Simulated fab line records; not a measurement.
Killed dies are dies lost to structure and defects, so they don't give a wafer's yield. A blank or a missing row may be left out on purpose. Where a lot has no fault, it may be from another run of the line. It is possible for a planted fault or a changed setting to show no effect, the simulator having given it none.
A lot that was struck, set against a sound lot :: flow nand_harc :: 13 steps out of a route of 1302
Sound: these wafers, L775.1, L775.2, L775.5. Wafers L784.2, L784.4, L784.5 were the ones struck. At the end, the cause is stated.
Per side, at each step with rows, come the tool, then ch with its chambers, and then its first start. Under that, the readings that differ: sound wafers :: struck wafers :: difference of the means :: sigmas: that difference in standard deviations of wafers without a fault.
alike: words and numbers the same on both sides, and readings whose means are apart by under 2 such deviations; not compared: readings that were withheld, readings missing a value for some wafer, numbers with overlapping values and no deviation given by the record, and bounds like >300 which may hide the same value.
A row with sigmas, a row that says differs or no value, or rows on one side alone: a step with any of these is where the two part. Non-overlapping numbers with no deviation appear without sigmas and do not part them. A reading that every wafer of one side lacks parts them only if that side has two wafers or more.

NHARC_A_ZERO_WELL_DESCUM_12: chemistry O2, time 3 s.
  sound on rie_diel-07 ch 2,3, day 9 16:36; struck on rie_diel-10 ch 0,3, day 13 11:38
  alike: drypump_motor_current_A, o2_flow_sccm, oes_product_au, rf_vpp_V, showerhead_plenum_p_Torr, throttle_valve_pct
  not compared: rf_hours_counter_h
NHARC_A_ZERO_WELL_ETCH_19: etches the open film in N2/H2, target depth 80 nm, overetch 24 nm, time 87.88 s.
  sound on rie_diel-07 ch 1,3, day 9 16:41; struck on rie_diel-10 ch 0,2,3, day 13 11:44
  alike: drypump_motor_current_A, oes_product_au, rf_vpp_V, showerhead_plenum_p_Torr, throttle_valve_pct
  not compared: rf_hours_counter_h
NHARC_A_ZERO_WELL_ETCH_13: etches the open film in HBr/Cl2, target depth 120 nm, time 40.1 s.
  sound on rie_si-02 ch 0,3, day 9 16:48; struck on rie_si-03 ch 1,3, day 13 11:52
  alike: drypump_motor_current_A, oes_product_au, throttle_valve_pct
  not compared: rf_hours_counter_h
then, 4 steps without rows for these wafers: NHARC_A_ZERO_WELL_STRIP_14 (strips in SPM, time 900 s); NHARC_A_ZERO_WELL_IMPLANT_15; NHARC_A_ZERO_WELL_PRECLEAN_22 (cleans in SC1, time 60 s); NHARC_A_ZERO_WELL_SRD_23.
NHARC_A_ZERO_WELL_RTA_16: time 10 s.
  sound on rtp_anneal-01 ch 0, day 9 17:43; struck on rtp_anneal-01 ch 0, day 13 12:46
  alike: lamp_power_pct, wafer_temp_C_max
NHARC_A_ZERO_WELL_INSPECT_17:
  sound on defect_inspect-02, day 9 17:55; struck on defect_inspect-02, day 13 12:56
  alike: raw_defect_count
then, 2 steps without rows for these wafers: NHARC_A_SOURCE_PLATE_PRECLEAN_00 (cleans in HF-LAST, time 60 s); NHARC_A_SOURCE_PLATE_SRD_01.
NHARC_A_SOURCE_PLATE_OXIDE_02: material SiO2, target thk 10 nm, ox time 1362 s.
  struck on furnace-06, day 13 19:33; sound on furnace-07 ch 0, day 9 21:10
  no value came back on the struck wafers for ox_temp_c (C), ox_time_s (s); on the sound wafers ox_temp_c (C) reads 900.3 899.9 900.1
then, 1 step without rows for these wafers: NHARC_A_SOURCE_PLATE_PVD_04 (deposits WSi2, target thk 50 nm).

== WHERE THEY PART ==
NHARC_A_SOURCE_PLATE_OXIDE_02 only, going by this record.

WHY: whatever the simulator had introduced
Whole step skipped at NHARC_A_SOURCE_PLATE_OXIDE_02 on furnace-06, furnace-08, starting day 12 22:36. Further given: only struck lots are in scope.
